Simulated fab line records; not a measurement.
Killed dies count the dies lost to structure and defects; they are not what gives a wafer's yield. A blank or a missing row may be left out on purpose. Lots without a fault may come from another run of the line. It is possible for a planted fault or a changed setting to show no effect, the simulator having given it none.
Chamber matching    flow n5 finfet    uv cure-01 running N5_BEOL_M6_CURE_75: 3 sister chambers
The step cures SiCOH lowk, time 120 s. 20 wafers are shown with their chamber, then 10 later ones without.

## EACH WAFER AND ITS CHAMBER
wafer   chamber  wafer_temp_C_max  lamp power pct (%)
L078.1  2        371.8             52.38
L078.3  2        371.4             52.30
L078.6  2        371.1             52.28
L081.2  0        372.3             52.30
L081.5  0        372.2             52.33
L081.6  0        371.5             52.45
L086.2  1        372.1             52.32
L086.3  1        372.5             52.24
L086.5  1        372.3             52.25
L084.3  2        370.4             52.35
L084.4  2        371.1             52.28
L084.6  2        370.8             52.29
L087.3  2        371.1             52.28
L087.4  2        371.0             52.28
L087.5  2        370.9             52.26
L088.1  0        371.9             52.38
L088.3  0        372.0             52.31
L088.5  0        372.1             52.26
L090.2  0        372.1             52.27
L090.5  0        372.1             52.31

SIGNATURES, as means of the wafers listed above
reading           chamber 0  chamber 1  chamber 2  scatter within a chamber
wafer_temp_C_max  372.025    372.300    371.067    0.316
lamp power pct    52.3263    52.2700    52.3000    0.0503
Rule: distance of a wafer from a chamber = root of the sum over the readings of ((wafer's reading minus chamber's mean) / reading's scatter) squared. If the next closest chamber is less than 2 further off than the closest, the wafer can't be placed; otherwise it belongs to the closest. How the scatter is found: for the shown wafers, subtract from each reading the mean of its chamber, square and add these, divide the total by (wafers less chambers), then take the root.

## WAFERS WHOSE CHAMBER IS MISSING
wafer   wafer_temp_C_max  lamp power pct (%)
L090.6  371.7             52.34
L091.1  373.2             52.27
L091.2  373.3             52.41
L091.6  372.7             52.31
L093.2  371.7             52.31
L093.4  372.7             52.32
L093.5  372.2             52.33
L096.2  370.6             52.27
L096.4  371.4             52.24
L096.5  370.7             52.38

## CHAMBER TAKEN BY EACH
wafer   from the rows above           in truth
L090.6  can't be placed: 0 or 2 or 1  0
L091.1  can't be placed: 1 or 0       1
L091.2  can't be placed: 1 or 0       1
L091.6  can't be placed: 1 or 0       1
L093.2  can't be placed: 0 or 2 or 1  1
L093.4  can't be placed: 1 or 0       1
L093.5  can't be placed: 0 or 1       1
L096.2  2                             2
L096.4  can't be placed: 2 or 0 or 1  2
L096.5  2                             2
Correct placement for 2 of the 10. These rows do not allow placing 8 (true chamber among the candidates in 8). Placed wrongly: 0.
